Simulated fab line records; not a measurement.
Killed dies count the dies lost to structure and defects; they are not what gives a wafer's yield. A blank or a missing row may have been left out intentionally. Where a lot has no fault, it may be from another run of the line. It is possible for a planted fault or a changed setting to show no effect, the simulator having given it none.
The same fault as seen by 2 desks    flow nand-harc    numbers are kept per desk, each desk with only its own; the story behind them comes last

== THE DEFECT DESK ==
Inspection counts along the route, by lot: the mean over sampled wafers that carry a number. Any lot whose mean is over 4 standard deviations away from the usual mean is out of limits and marked OUT; that distance is given in the brackets.
Columns: A = raw-defect-count at NHARC_P_M1_INSPECT_27, usual 299; B = raw-defect-count at NHARC_P_M2_INSPECT_11, usual 4.2
lot   first seen here  A    B
L233  day 7 23:24      209  7.0
L236  day 9 12:38      234  3.3
L238  day 10 02:45     486  4.0
L249  day 14 16:28     394  3.7
L251  day 15 19:26     472  2.3
Result from this desk: across the 5 lots, nothing is out of limits.

== AT THE METROLOGY DESK ==
What the gauges read for every lot (on any tool): the sampled wafers with a number, averaged. Any lot whose mean is over 4 standard deviations away from the usual mean is out of limits and marked OUT; that distance is given in the brackets.
Columns: A = cd-nm at NHARC_P_M2_CD_MEAS_09, usual 169.9 nm; B = overlay-x-nm at NHARC_P_M2_OVL_MEAS_10, usual -0.1 nm; C = overlay-y-nm at NHARC_P_M2_OVL_MEAS_10, usual 0.0 nm; D = cd-nm at NHARC_P_M2_CD_MEAS_16, usual 169.6 nm
lot   first seen here  A      B     C     D
L233  day 8 00:49      169.8  1.1   0.0   169.7
L236  day 9 14:03      170.0  -0.1  0.8   169.6
L238  day 10 04:09     171.1  -0.7  1.7   170.0
L249  day 14 17:52     169.9  -1.1  -0.9  169.2
L251  day 15 20:49     169.9  0.3   -0.4  169.5
Result from this desk: across the 5 lots, nothing is out of limits.

== BROUGHT TOGETHER ==
Nothing out of limits was seen by the defect desk.
The metrology desk saw nothing out of limits.

== WHAT WAS PUT IN BY THE SIMULATOR ==
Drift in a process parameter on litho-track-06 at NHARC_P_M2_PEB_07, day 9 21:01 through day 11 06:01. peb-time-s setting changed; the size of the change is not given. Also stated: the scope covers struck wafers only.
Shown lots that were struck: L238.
